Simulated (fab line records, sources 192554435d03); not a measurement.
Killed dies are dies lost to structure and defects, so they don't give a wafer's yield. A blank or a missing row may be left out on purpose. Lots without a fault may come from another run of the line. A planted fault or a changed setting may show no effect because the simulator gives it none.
fab line records | flow n5_finfet
record lots=6 wafers=18 last_day=16
route steps=1938 shown PASSIVATION@1904
lots that met no fault: from a run of the same line without faults
start_h: hours from the record's first day to the start of the lot's first wafer shown | wait_h: hours since the lot's step before | " the same as in the row above | L1.1+2: a row that stands for several wafers | - no value, or no start given | * or withheld: withheld | < > ~ a bound
route shown NAME@n: a module of which the file shows steps, and the number in the route of the first | usual: mean/standard deviation of fault-free wafers | same: alike in all rows | chamber/n: place in a boat | sites: the reading at each site | _std_site: their standard deviation | _edge_site: outer sites' mean less inner sites' | radius_mm: how far each site lies from the wafer's centre | mask NAME#n: copy n | behind: the tool/chamber that last shaped the wafer | hold: why the lot was held/for how many hours/how that ended | device: the transistor (n, p or np) that didn't switch | end of line: the same wafers' tests at the end of the route | a step without rows: its recipe alone | killed: dies lost to structure and defects at the first sort, not the wafer's yield | map: a wafer's dies, x killed, . not, _ none there
set.NAME: the setting as run; set.NAME@STEP: as run at that earlier step | model.NAME: the simulator's own value behind a step, which no gauge read
lots at some steps of the route; a table a step, a row a wafer
services: from which hour (start_h, from the record's first day; less than 0 if before it) a tool's chamber was out of use, for how many hours, and why
## steps
# step N5_PASSIVATION_HARDBAKE_31
# recipe temp_c=130 time_s=120
# step N5_PASSIVATION_CD_MEAS_30
# recipe target_cd_nm=4000 landing_energy_ev=500 detector=se_inlens polarity=opening
# usual cd_nm=3999.7/2.5
# columns lot.wafer tool chamber start_h wait_h cd_nm
L136.1 cd_sem-03 0 281.85 - 4004.1
L136.2 " 0 " " 3997.7
L136.5 " 0 " " 4001.0
L137.1 cd_sem-02 0 312.68 - 4000.6
L137.4 " 0 " " 3998.7
L137.6 " 0 " " 4000.9
L143.4 cd_sem-03 0 328.51 - 3997.1
L143.5 " 0 " " 4000.4
L143.6 " 0 " " 3991.7
L145.1 cd_sem-03 0 338.09 - 3997.1
L145.5 " 0 " " 3999.4
L145.6 " 0 " " 3999.1
L147.1 cd_sem-02 0 363.60 - 3996.2
L147.3 " 0 " " 4000.5
L147.6 " 0 " " 3996.8
L149.2 cd_sem-02 0 368.42 - 3997.1
L149.5 " 0 " " 3998.4
L149.6 " 0 " " 4002.5
# step N5_PASSIVATION_OVL_MEAS_63
# recipe points_per_wafer=44
# usual PAD_OVL=3/5.7
# columns lot.wafer tool chamber start_h wait_h PAD_OVL[nm]
L136.1 overlay-02 0 281.88 0.0 -2
L136.2 " 0 " " 5
L136.5 " 0 " " 6
L137.1 overlay-01 0 312.71 0.0 5
L137.4 " 0 " " 6
L137.6 " 0 " " 8
L143.4 overlay-01 0 328.53 0.0 -2
L143.5 " 0 " " 14
L143.6 " 0 " " 6
L145.1 overlay-01 0 338.12 0.0 10
L145.5 " 0 " " 7
L145.6 " 0 " " 2
L147.1 overlay-02 0 363.63 0.0 3
L147.3 " 0 " " 5
L147.6 " 0 " " 3
L149.2 overlay-02 0 368.45 0.0 -5
L149.5 " 0 " " 7
L149.6 " 0 " " 0
# step N5_PASSIVATION_INSPECT_64
# recipe mode=adi inspect_instrument=macro
# usual raw_defect_count=2.2/1.4
# columns lot.wafer tool chamber start_h wait_h raw_defect_count
L136.1 defect_inspect-02 - 281.91 0.0 2
L136.2 " - " " 5
L136.5 " - " " 2
L137.1 defect_inspect-02 - 312.73 0.0 3
L137.4 " - " " 5
L137.6 " - " " 3
L143.4 defect_inspect-02 - 328.56 0.0 2
L143.5 " - " " 3
L143.6 " - " " 2
L145.1 defect_inspect-01 - 338.14 0.0 3
L145.5 " - " " 2
L145.6 " - " " 2
L147.1 defect_inspect-02 - 363.66 0.0 4
L147.3 " - " " 2
L147.6 " - " " 0
L149.2 defect_inspect-01 - 368.48 0.0 5
L149.5 " - " " 1
L149.6 " - " " 0
# step N5_PASSIVATION_DESCUM_32
# recipe chemistry=O2 time_s=7.9 source_power_w=50 bias_power_w=20 pressure_mtorr=20 rf_frequency_hz=2.712e+07 temp_c=40 o2_flow_sccm=225
# usual drypump_motor_current_A=5.6/0.56 oes_product_au=0.80/0.078 rf_vpp_V=243.2/1.3 showerhead_plenum_p_Torr=2.10/0.069 throttle_valve_pct=20.35/0.14
# columns lot.wafer tool chamber start_h wait_h drypump_motor_current_A oes_product_au rf_hours_counter_h rf_vpp_V showerhead_plenum_p_Torr throttle_valve_pct
L136.1 rie_diel-02 1 282.16 0.3 5.3 0.72 208 241.6 2.08 20.39
L136.2 " 0 " " 5.5 0.75 168 244.0 2.06 20.18
L136.5 " 1 " " 5.3 0.72 - 243.2 2.08 20.38
L137.1 rie_diel-02 2 312.77 0.0 4.7 0.75 171 244.9 2.18 20.19
L137.4 " 1 " " 5.3 0.71 - 243.7 2.08 20.41
L137.6 " 0 " " 5.5 0.74 - 242.3 2.06 20.21
L143.4 rie_diel-06 2 328.59 0.0 6.4 0.84 84 245.8 2.23 20.49
L143.5 " 1 " " 5.5 0.85 - 243.5 2.15 20.52
L143.6 " 2 " " 6.4 0.84 - 244.4 2.23 20.50
L145.1 rie_diel-02 1 338.23 0.1 5.3 0.70 232 241.1 2.07 20.42
L145.5 " 0 " " 5.5 0.73 - 243.2 2.05 20.21
L145.6 " 1 " " 5.3 0.71 - 243.0 2.07 20.43
L147.1 rie_diel-02 3 363.69 0.0 6.5 0.96 15 242.7 2.05 20.25
L147.3 " 1 " " 5.3 0.70 238 242.9 2.07 20.43
L147.6 " 1 " " 5.3 0.70 - 243.4 2.07 20.44
L149.2 rie_diel-02 1 369.59 1.1 5.3 0.70 241 243.1 2.07 20.44
L149.5 " 0 " " 5.5 0.71 - 242.6 2.05 20.22
L149.6 " 1 " " 5.3 0.70 - 242.9 2.07 20.45
# step N5_PASSIVATION_AL_ETCH_33
# recipe chemistry=Cl2/BCl3 target_depth_a=28000 over_etch_frac=0.15 Cl2_flow_sccm=180 bcl3_flow_sccm=60 target=Al stop_on=TaN time_s=466.7 ion_energy_ev=100 pressure_mtorr=10 icp_w=900 bias_w=100
# usual drypump_motor_current_A=5.7/0.49 mfc_cl2_sccm=180.0/0.51 oes_product_au=0.70/0.078 throttle_valve_pct=34.2/0.32
# columns lot.wafer tool chamber start_h wait_h drypump_motor_current_A mfc_cl2_sccm oes_product_au rf_hours_counter_h throttle_valve_pct
L136.1 rie_metal-02 1 282.24 0.1 6.5 180.4 0.82 9 34.2
L136.2 " 0 " " 5.6 179.8 0.71 37 34.8
L136.5 " 0 " " 5.5 179.1 0.71 - 34.8
L137.1 rie_metal-02 0 312.85 0.1 5.5 179.8 0.72 39 34.7
L137.4 " 1 " " 6.5 179.0 0.82 - 34.2
L137.6 " 1 " " 6.5 180.3 0.82 - 34.2
L143.4 rie_metal-03 0 328.81 0.2 5.3 180.1 0.61 - 34.0
L143.5 " 1 " " 5.6 180.8 0.63 - 33.8
L143.6 " 0 " " 5.3 180.0 0.61 - 34.0
L145.1 rie_metal-02 0 338.32 0.1 5.5 180.0 0.71 41 34.7
L145.5 " 1 " " 6.5 178.8 0.79 - 34.2
L145.6 " 0 " " 5.5 180.1 0.71 - 34.8
L147.1 rie_metal-02 1 363.78 0.1 6.5 180.3 0.78 16 34.2
L147.3 " 0 " " 5.6 180.4 0.72 - 34.8
L147.6 " 1 " " 6.5 179.8 0.78 - 34.3
L149.2 rie_metal-03 1 369.67 0.1 5.6 180.4 0.63 82 33.7
L149.5 " 1 " " 5.6 180.0 0.63 - 33.8
L149.6 " 0 " " 5.3 180.2 0.60 - 34.0
# step N5_PASSIVATION_ETCH_59
# recipe chemistry=Cl2/BCl3 target=TaN target_depth_a=650 time_s=34.9 ion_energy_ev=100 pressure_mtorr=10 icp_w=900 bias_w=100 Cl2_flow_sccm=60 bcl3_flow_sccm=30
# step N5_PASSIVATION_STRIP_34
# recipe chemistry=O2 power_w=600 temp_c=60 pressure_mtorr=30 rf_frequency_hz=6e+07 bias_power_w=0 overash_fraction=2 o2_flow_sccm=225
# step N5_PASSIVATION_STRIP_51
# recipe chemistry=post_etch_residue_remover time_s=1200 temp_c=72.5
# step N5_PASSIVATION_CLEAN_69
# recipe chemistry=IPA time_s=180 temp_c=25
# step N5_PASSIVATION_SRD_70
# recipe dry=ipa_marangoni time_s=30 temp_c=23 rinse_liquid=diw
# step N5_PASSIVATION_PECVD_53
# recipe material=SiO2 target_thk_a=8000 temp_c=400 precursor=TEOS/O2 pressure_torr=6.5 rf_w=withheld teos_flow_sccm=withheld gas=O2 flow_sccm=2650 time_s=169.4
# step N5_PASSIVATION_PECVD_35
# recipe material=SiNx target_thk_a=7000 temp_c=400 precursor=SiH4/NH3/N2 pressure_torr=4.9 rf_w=1406 time_s=151.3
# usual heater_power_w=320/75 run_length_s=195.5/0.72 showerhead_plenum_p_Torr=8.66/0.062 throttle_valve_pct=29.1/2.2
# columns lot.wafer tool chamber start_h wait_h heater_power_w run_length_s showerhead_plenum_p_Torr throttle_valve_pct model.SiNx_of_PASSIVATION_PECVD_35.thk_nm
L136.1 pecvd-04 0 283.40 0.1 382 194.9 8.67 30.9 680
L136.2 " 2 " " 341 195.2 8.62 26.9 685.2
L136.5 " 2 " " 212 195.4 8.63 26.9 697.4
L137.1 pecvd-02 2 314.10 0.1 301 195.9 8.57 29.8 688.4
L137.4 " 2 " " 314 196.2 8.58 29.1 698.8
L137.6 " 2 " " 201 195.8 8.60 29.4 688.4
L143.4 pecvd-02 1 329.86 0.1 251 195.6 8.67 29.7 716.6
L143.5 " 0 " " 345 196.1 8.60 27.0 695.6
L143.6 " 2 " " 278 196.2 8.58 29.7 704.4
L145.1 pecvd-04 2 339.56 0.1 332 195.2 8.64 27.4 680.8
L145.5 " 2 " " 337 196.0 8.64 27.2 696.6
L145.6 " 0 " " 361 194.7 8.63 30.8 684.6
L147.1 pecvd-04 0 364.91 0.1 360 194.7 8.67 30.6 693.6
L147.3 " 1 " " 484 158.5 8.71 33.1 529.2
L147.6 " 1 " " 331 157.6 8.70 33.2 531.6
L149.2 pecvd-04 1 371.18 0.1 377 196.3 8.69 33.4 692.6
L149.5 " 0 " " 385 194.1 8.68 30.9 699.2
L149.6 " 2 " " 331 156.8 8.61 27.2 522.2
# step N5_PASSIVATION_HMDS_37
# recipe time_s=60 temp_c=120
# step N5_PASSIVATION_COAT_38
# recipe spin_rpm=3000 resist_thk_nm=withheld
# step N5_PASSIVATION_EBR_40
# recipe solvent=PGMEA ebr_width_mm=1.5
# step N5_PASSIVATION_SOFTBAKE_39
# recipe temp_c=110 time_s=120
# step N5_PASSIVATION_EXPOSE_41
# recipe mask_id=PASS_OPEN na=0.55 defocus_nm=0 source_shape=conventional sigma_outer=0.8 polarization=unpolarized target_cd_nm=40000 dose_mj=57.25
# step N5_PASSIVATION_PEB_42
# recipe peb_temp_c=withheld peb_time_s=*
# step N5_PASSIVATION_DEVELOP_43
# recipe develop_time_s=60 rinse_liquid=diw dry=air_spin dev_temp_c=21
# step N5_PASSIVATION_HARDBAKE_45
# recipe temp_c=130 time_s=120
# step N5_PASSIVATION_CD_MEAS_44
# recipe target_cd_nm=40000 landing_energy_ev=500 detector=se_inlens
# usual cd_nm=39999/4.8
# columns lot.wafer tool chamber start_h wait_h cd_nm
L136.1 cd_sem-01 0 283.84 - 39997
L136.2 " 0 " " 40001
L136.5 " 0 " " 40005
L137.1 cd_sem-01 0 314.59 - 40003
L137.4 " 0 " " 39997
L137.6 " 0 " " 39995
L143.4 cd_sem-01 0 330.37 - 40000
L143.5 " 0 " " 39995
L143.6 " 0 " " 39999
L145.1 cd_sem-03 0 340.12 - 40002
L145.5 " 0 " " 39998
L145.6 " 0 " " 39998
L147.1 cd_sem-03 0 365.47 - 40000
L147.3 " 0 " " 39998
L147.6 " 0 " " 40000
L149.2 cd_sem-03 0 371.74 - 40001
L149.5 " 0 " " 40007
L149.6 " 0 " " 40005
# step N5_PASSIVATION_OVL_MEAS_66
# recipe points_per_wafer=44
# usual PASS_OPEN_OVL=1/5.4
# columns lot.wafer tool chamber start_h wait_h PASS_OPEN_OVL[nm]
L136.1 overlay-02 0 283.87 0.0 0
L136.2 " 0 " " 0
L136.5 " 0 " " -8
L137.1 overlay-02 0 314.62 0.0 -1
L137.4 " 0 " " -1
L137.6 " 0 " " 2
L143.4 overlay-01 0 330.40 0.0 3
L143.5 " 0 " " 3
L143.6 " 0 " " -1
L145.1 overlay-01 0 340.18 0.1 0
L145.5 " 0 " " -7
L145.6 " 0 " " -5
L147.1 overlay-01 0 365.50 0.0 -6
L147.3 " 0 " " -2
L147.6 " 0 " " -5
L149.2 overlay-02 0 371.77 0.0 -11
L149.5 " 0 " " -10
L149.6 " 0 " " -3
# step N5_PASSIVATION_INSPECT_67
# recipe mode=adi inspect_instrument=macro
# usual raw_defect_count=2.1/1.3
# columns lot.wafer tool chamber start_h wait_h raw_defect_count
L136.1 defect_inspect-01 - 283.89 0.0 3
L136.2 " - " " 1
L136.5 " - " " 2
L137.1 defect_inspect-01 - 314.64 0.0 3
L137.4 " - " " 2
L137.6 " - " " 1
L143.4 defect_inspect-01 - 330.42 0.0 0
L143.5 " - " " 2
L143.6 " - " " 2
L145.1 defect_inspect-01 - 340.21 0.0 2
L145.5 " - " " 3
L145.6 " - " " 2
L147.1 defect_inspect-01 - 365.53 0.0 1
L147.3 " - " " 0
L147.6 " - " " 0
L149.2 defect_inspect-02 - 371.79 0.0 3
L149.5 " - " " 1
L149.6 " - " " 3
# step N5_PASSIVATION_DESCUM_46
# recipe chemistry=O2 time_s=7.9 source_power_w=50 bias_power_w=20 pressure_mtorr=20 rf_frequency_hz=2.712e+07 temp_c=40 o2_flow_sccm=225
# usual drypump_motor_current_A=5.6/0.56 oes_product_au=0.81/0.073 rf_vpp_V=243.0/1.4 showerhead_plenum_p_Torr=2.10/0.072 throttle_valve_pct=20.38/0.14
# columns lot.wafer tool chamber start_h wait_h drypump_motor_current_A oes_product_au rf_hours_counter_h rf_vpp_V showerhead_plenum_p_Torr throttle_valve_pct
L136.1 rie_diel-02 0 283.92 0.0 5.5 0.74 169 242.8 2.06 20.20
L136.2 " 1 " " 5.3 0.71 209 242.4 2.08 20.39
L136.5 " 3 " " 6.5 0.67 - 242.5 2.06 20.62
L137.1 rie_diel-06 3 315.12 0.5 5.7 0.88 47 242.7 2.07 20.21
L137.4 " 2 " " 6.4 0.84 81 243.7 2.23 20.48
L137.6 " 0 " " 4.8 0.82 - 241.8 2.02 20.35
L143.4 rie_diel-06 1 330.50 0.1 5.6 0.87 40 243.6 2.15 20.52
L143.5 " 2 " " 6.4 0.84 - 243.7 2.23 20.49
L143.6 " 3 " " 5.7 0.86 - 241.8 2.07 20.23
L145.1 rie_diel-06 3 340.45 0.2 5.7 0.87 57 243.2 2.07 20.22
L145.5 " 2 " " 6.4 0.84 - 245.2 2.23 20.51
L145.6 " 1 " " 5.5 0.87 - 244.1 2.15 20.51
L147.1 rie_diel-05 2 365.56 0.0 6.5 0.79 98 245.1 2.19 20.34
L147.3 " 0 " " 5.5 0.73 166 242.5 2.00 20.36
L147.6 " 0 " " 5.5 0.73 - 242.2 2.00 20.35
L149.2 rie_diel-06 2 371.83 0.0 6.4 0.81 101 245.6 2.22 20.51
L149.5 " 1 " " 5.5 0.84 - 243.6 2.15 20.52
L149.6 " 0 " " 4.8 0.78 - 240.8 2.02 20.37
# step N5_PASSIVATION_PASS_ETCH_47
# recipe chemistry=CF4/O2 target=SiNx target_depth_a=7700 time_s=385 ion_energy_ev=100 pressure_mtorr=40 source_w=535 bias_w=49 Ar_flow_sccm=100 cf4_flow_sccm=100 O2_flow_sccm=10
# step N5_PASSIVATION_ETCH_54
# recipe chemistry=CHF3/O2 target=SiO2 target_depth_a=8800 CHF3_flow_sccm=50 O2_flow_sccm=5 Ar_flow_sccm=200 time_s=440 mask_material=PR pressure_mtorr=30 source_w=650 bias_w=170 ion_energy_ev=200
# usual O2_flow_sccm=5.001/0.015 drypump_motor_current_A=5.6/0.56 oes_product_au=0.81/0.065 rf_vpp_V=523/12 showerhead_plenum_p_Torr=2.40/0.082 throttle_valve_pct=18.68/0.16
# columns lot.wafer tool chamber start_h wait_h O2_flow_sccm drypump_motor_current_A oes_product_au rf_hours_counter_h rf_vpp_V showerhead_plenum_p_Torr throttle_valve_pct
L136.1 rie_diel-02 0 284.19 0.1 4.998 5.5 0.76 169 515 2.39 18.71
L136.2 " 1 " " 4.994 5.3 0.73 209 534 2.41 18.86
L136.5 " 3 " " 4.983 6.5 0.67 - 505 2.37 19.01
L137.1 rie_diel-06 3 315.38 0.1 5.007 5.7 0.87 47 520 2.34 18.37
L137.4 " 2 " " 4.980 6.4 0.83 81 538 2.53 18.62
L137.6 " 0 " " 5.006 4.8 0.81 - 535 2.30 18.51
L143.4 rie_diel-06 1 330.76 0.1 5.016 5.5 0.87 41 499 2.46 18.83
L143.5 " 2 " " 4.983 6.4 0.82 - 537 2.53 18.63
L143.6 " 3 " " 5.014 5.7 0.86 - 521 2.34 18.37
L145.1 rie_diel-06 3 340.71 0.1 4.999 5.7 0.85 57 521 2.34 18.38
L145.5 " 2 " " 5.018 6.4 0.82 - 538 2.52 18.65
L145.6 " 1 " " 5.027 5.5 0.84 - 499 2.46 18.86
L147.1 rie_diel-05 2 365.82 0.1 4.985 6.5 0.80 98 530 2.54 18.80
L147.3 " 0 " " 5.000 5.5 0.75 167 522 2.31 18.75
L147.6 " 0 " " 5.025 5.4 0.74 - 522 2.31 18.74
L149.2 rie_diel-06 2 372.09 0.1 4.995 6.4 0.81 101 538 2.52 18.67
L149.5 " 1 " " 4.997 5.6 0.84 - 499 2.46 18.87
L149.6 " 0 " " 5.017 4.8 0.79 - 535 2.30 18.56
# step N5_PASSIVATION_STRIP_48
# recipe chemistry=O2 power_w=600 temp_c=60 pressure_mtorr=30 rf_frequency_hz=6e+07 bias_power_w=0 overash_fraction=0.5 o2_flow_sccm=225
# usual drypump_motor_current_A=5.6/0.56 oes_product_au=0.81/0.073 rf_vpp_V=3.4/2.3 showerhead_plenum_p_Torr=2.10/0.072 throttle_valve_pct=16.60/0.13
# columns lot.wafer tool chamber start_h wait_h drypump_motor_current_A oes_product_au rf_hours_counter_h rf_vpp_V showerhead_plenum_p_Torr throttle_valve_pct
L136.1 rie_diel-02 0 284.48 0.1 5.5 0.73 169 4.2 2.07 16.42
L136.2 " 1 " " 5.3 0.72 209 4.5 2.09 16.82
L136.5 " 3 " " 6.4 0.71 - 4.6 2.06 16.90
L137.1 rie_diel-06 3 315.67 0.1 5.7 0.88 47 2.3 2.08 16.49
L137.4 " 2 " " 6.4 0.84 81 0.1 2.23 16.58
L137.6 " 0 " " 4.8 0.80 - 2.4 2.03 16.51
L143.4 rie_diel-06 1 331.05 0.1 5.6 0.87 41 3.2 2.16 16.73
L143.5 " 2 " " 6.4 0.80 - 3.3 2.23 16.68
L143.6 " 3 " " 5.7 0.80 - 1.3 2.07 16.47
L145.1 rie_diel-06 3 341.00 0.1 5.7 0.85 57 2.4 2.07 16.55
L145.5 " 2 " " 6.4 0.84 - 1.9 2.23 16.65
L145.6 " 1 " " 5.5 0.86 - 4.6 2.16 16.69
L147.1 rie_diel-05 2 366.11 0.1 6.5 0.79 98 3.1 2.20 16.52
L147.3 " 0 " " 5.5 0.73 167 0.7 2.01 16.70
L147.6 " 0 " " 5.5 0.71 - 5.4 2.00 16.67
L149.2 rie_diel-06 2 372.38 0.1 6.4 0.81 101 3.1 2.23 16.70
L149.5 " 1 " " 5.5 0.83 - 0.1 2.15 16.74
L149.6 " 0 " " 4.8 0.76 - 6.8 2.02 16.55
# step N5_PASSIVATION_STRIP_52
# recipe chemistry=post_etch_residue_remover time_s=1200 temp_c=72.5
# columns lot.wafer tool chamber start_h wait_h model.SiNx_of_PASSIVATION_PECVD_35.thk_nm
L136.1 wet_bench-06 1 284.55 - 679.6
L136.2 " 2 " " 684.8
L136.5 " 6 " " 697
L137.1+6 wet_bench-04 3,2 315.73 - 688
L137.4 " 1 " " 698.6
L143.4 wet_bench-04 2 331.12 - 716.2
L143.5 " 6 " " 695.2
L143.6 " 5 " " 704
L145.1 wet_bench-03 1 341.07 - 680.4
L145.5 " 0 " " 696.2
L145.6 " 7 " " 684.2
L147.1 wet_bench-03 5 366.18 - 693.4
L147.3 " 6 " " 528.8
L147.6 " 1 " " 531.2
L149.2 wet_bench-04 0 372.44 - 692.2
L149.5 " 2 " " 698.8
L149.6 " 1 " " 521.8
# step N5_PASSIVATION_CLEAN_71
# recipe chemistry=IPA time_s=180 temp_c=25
# step N5_PASSIVATION_PROBE_49
# usual defect_limited_yield=91.6/1.4 killed_at_M0_to_M3=32/9.5 killed_at_M4_up=13/6 killed_at_contacts=12/5.6 killed_at_front_end=39/11 killed_at_other=2.8/2.3 killed_dies=99/16 killed_open=65/12 killed_short=32/7.6 sort_bin_5_function=4.8/0.88 sort_bin_6_memory=3.2/0.65 sort_n_pass=1077/29 sort_yield_pct=91.2/2.5
# same gross_dies=1180 killed_at_back_side=0 sort_bin_4_leakage[%]=0 sort_bin_8_speed[%]=0
# columns lot.wafer tool chamber start_h wait_h defect_limited_yield[%] killed_at_M0_to_M3 killed_at_M4_up killed_at_contacts killed_at_front_end killed_at_other killed_dies killed_open killed_short sort_bin_5_function[%] sort_bin_6_memory[%] sort_n_pass sort_yield_pct[%]
L137.1 prober-02 - 318.16 0.0 93.6 30 14 3 28 0 75 51 24 3.7 2.6 1105 93.6
L137.4 prober-02 - 318.31 0.2 90.6 27 21 16 47 0 111 74 37 5.8 3.3 1069 90.6
L137.6 prober-02 - 318.41 0.3 90.9 42 24 5 35 1 107 74 33 6.0 2.8 1073 90.9
L145.1 prober-02 - 343.49 0.0 89.7 39 8 10 61 3 121 88 33 5.5 4.6 1059 89.7
L145.5 prober-02 - 343.69 0.2 91.6 29 10 2 55 3 99 70 29 5.2 3.0 1081 91.6
L145.6 prober-02 - 343.74 0.3 92.0 30 8 3 49 4 94 66 28 4.4 3.4 1086 92.0
L149.2 prober-01 - 375.47 0.6 92.6 23 13 10 35 6 87 54 29 4.2 2.6 1093 92.6
L149.5 prober-01 - 375.62 0.8 89.4 40 8 30 45 2 125 79 41 7.1 3.4 1055 89.4
L149.6 prober-01 - 375.67 0.8 92.3 13 9 21 43 5 91 61 27 4.9 2.6 1089 92.3
# killed by level:class
L137.1 BEOL_M2:geometric_particle:open=10 BEOL_M3:geometric_particle:open=9 GATE_CUT:geometric_particle:short=7 BEOL_M4:geometric_particle:open=5 BEOL_M4:geometric_particle:short=5 DUMMY_GATE:geometric_particle:open=4 STARTING-WAFER:geometric_particle:open=4 FIN_SAQP:geometric_particle:open=3
L137.4 MOL_CONTACT_COAG:geometric_particle:open=15 FIN_SAQP:geometric_particle:open=9 BEOL_M2:geometric_particle:open=9 FIN_SAQP:geometric_particle:short=8 BEOL_M3:geometric_particle:open=8 GATE_CUT:geometric_particle:short=6 BEOL_M4:geometric_particle:open=6 STI_FIN_REVEAL:geometric_particle:open=5
L137.6 BEOL_M3:geometric_particle:open=14 FIN_SAQP:geometric_particle:short=10 BEOL_M4:geometric_particle:short=8 BEOL_M2:geometric_particle:open=7 BEOL_M4:geometric_particle:open=7 STI_FIN_REVEAL:geometric_particle:open=6 DUMMY_GATE:geometric_particle:open=6 BEOL_M0:geometric_particle:open=6
L145.1 STI_FIN_REVEAL:geometric_particle:open=23 FIN_SAQP:geometric_particle:open=16 BEOL_M2:geometric_particle:open=10 BEOL_M1:geometric_particle:open=9 MOL_CONTACT_COAG:geometric_particle:open=8 BEOL_M0_SAQP:geometric_particle:short=8 FIN_SAQP:geometric_particle:short=6 STI_FIN_REVEAL:geometric_particle:short=5
L145.5 FIN_SAQP:geometric_particle:open=17 STI_FIN_REVEAL:geometric_particle:open=13 BEOL_M1:geometric_particle:open=13 FIN_SAQP:geometric_particle:short=7 BEOL_M4:geometric_particle:open=6 BEOL_M0_SAQP:geometric_particle:short=4 BEOL_M3:geometric_particle:open=4 STI_FIN_REVEAL:geometric_particle:short=3
L145.6 FIN_SAQP:geometric_particle:open=15 DUMMY_GATE:geometric_particle:open=9 BEOL_M1:geometric_particle:open=8 BEOL_M2:geometric_particle:open=8 FIN_SAQP:geometric_particle:short=5 STI_FIN_REVEAL:geometric_particle:open=5 BEOL_M0_SAQP:geometric_particle:open=5 ILD0:geometric_particle:short=4
L149.2 MOL_CONTACT_COAG:geometric_particle:open=9 BEOL_M4:geometric_particle:open=6 GATE_CUT:geometric_particle:open=5 BEOL_M0_SAQP:geometric_particle:short=5 BEOL_M2:geometric_particle:open=5 BEOL_M3:geometric_particle:open=5 STARTING-WAFER:geometric_particle:open=5 STI_FIN_REVEAL:geometric_particle:open=4
L149.5 MOL_CONTACT_COAG:geometric_particle:open=20 BEOL_M0_SAQP:geometric_particle:open=10 MOL_CONTACT_COAG:geometric_particle:short=10 FIN_SAQP:geometric_particle:open=9 BEOL_M2:geometric_particle:open=9 FIN_SAQP:geometric_particle:short=7 STI_FIN_REVEAL:geometric_particle:open=7 BEOL_M0_SAQP:geometric_particle:short=7
L149.6 MOL_CONTACT_COAG:geometric_particle:open=19 FIN_SAQP:geometric_particle:open=10 FIN_SAQP:geometric_particle:short=7 BEOL_M4:geometric_particle:open=6 STI_FIN_REVEAL:geometric_particle:open=4 STARTING-WAFER:geometric_particle:open=4 BEOL_M0_SAQP:geometric_particle:short=3 GATE_CUT:geometric_particle:short=3
## services
# columns tool chamber start_h hours kind
rie_diel-02 3 262.99 5.7 repair
rie_diel-02 - 271.93 0.3 repair
rie_metal-03 - 272.79 0.3 repair
pecvd-02 1 277.24 2.1 scheduled_down
rie_diel-05 0 291.72 5.4 repair
pecvd-02 1 292.04 5.5 scheduled_down
rie_diel-02 3 294.43 - clean
rie_diel-02 3 294.43 - consumable_replace:esc
rie_diel-02 3 294.43 - consumable_replace:focus_ring
rie_diel-02 3 294.43 26.6 scheduled_down
rie_diel-02 3 294.43 26.6 vent_cycle
rie_diel-06 0 295.00 3.9 repair
rie_metal-02 - 297.91 1.1 repair
pecvd-02 2 305.72 2.1 scheduled_down
pecvd-02 0 312.96 5.5 scheduled_down
rie_diel-06 2 319.55 5.6 repair
rie_metal-02 0 325.16 6.6 repair
rie_metal-03 1 330.96 1.0 repair
pecvd-04 - 331.13 1.0 repair
rie_diel-05 0 340.89 8.1 repair
rie_diel-02 1 357.55 4.5 repair
wet_bench-03 - 357.90 2.5 repair
pecvd-04 1 361.54 2.1 scheduled_down
rie_metal-02 1 371.12 5.9 repair
## key
first_sign step=N5_PASSIVATION_PECVD_35 reading=run_length_s direction=down sigmas=53 usual=* struck=*
effect none on later readings
model_effect step=N5_PASSIVATION_PECVD_35 value=SiNx_of_PASSIVATION_PECVD_35.thk_nm without=706.5 struck=527.7
model_effect step=N5_PASSIVATION_STRIP_52 value=SiNx_of_PASSIVATION_PECVD_35.thk_nm without=706.1 struck=527.3
met_at N5_PASSIVATION_PECVD_35
struck_wafers L147.3,L147.6,L149.6
onset_between 339.56 364.91
fault kind=process_parameter_drift tool=pecvd-04 chamber=- onset_h=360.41 steps=N5_PASSIVATION_PECVD_35 channel=time_s offset=* shape=step end_h=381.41 scope=struck_wafers_only acts_in=* stated=*
